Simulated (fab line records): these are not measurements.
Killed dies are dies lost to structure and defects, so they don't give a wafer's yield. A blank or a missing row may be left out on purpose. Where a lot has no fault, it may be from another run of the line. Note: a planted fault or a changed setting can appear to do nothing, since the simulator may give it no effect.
Which tool did it? :: flow nand-harc :: 6 lots (18 wafers sampled), 1 step of a 1159-step route

## WHAT THE GAUGES READ, wafer by wafer
NHARC_P_STI_OVL_MEAS_10.
lot: L444
measured: day 2 17:03
on: overlay-02
overlay-x-nm (nm): 5 5 5

lot: L446
measured: day 3 02:00
on: overlay-01
overlay-x-nm (nm): -5 -5 -5

lot: L449
measured: day 3 23:30
on: overlay-02
overlay-x-nm (nm): 0 0 0

lot: L453
measured: day 5 01:29
on: overlay-02
overlay-x-nm (nm): 10 10 11

lot: L463
measured: day 7 11:09
on: overlay-02
overlay-x-nm (nm): -3 -3 -2

lot: L465
measured: day 7 23:46
on: overlay-01
overlay-x-nm (nm): 7 8 8

## EACH LOT AND THE TOOL THAT RAN IT (in order: tool; ch and the chambers of the sampled wafers; start)
Before these readings, the record contains no process step.

## THE ANSWER, worked out from the rows above alone
Rule: usual is defined by the lots themselves. Put in order of their means at a reading, lots are off if they are a third of the lots or fewer, leave a main group of 4 or more, and stand apart from it by a gap of 3 or more times the standard deviation of the main group's means; of several such gaps the widest counts. The tables above print the reading to a certain number of digits; a main group whose means all agree to those digits is not used. Also off: a lot with no number at a reading for which 4 or more lots have one. The other lots that the step has rows for count as sound.
Across all readings shown, no lot is off: no conclusion can be drawn from this.

## WHAT WAS PUT IN BY THE SIMULATOR
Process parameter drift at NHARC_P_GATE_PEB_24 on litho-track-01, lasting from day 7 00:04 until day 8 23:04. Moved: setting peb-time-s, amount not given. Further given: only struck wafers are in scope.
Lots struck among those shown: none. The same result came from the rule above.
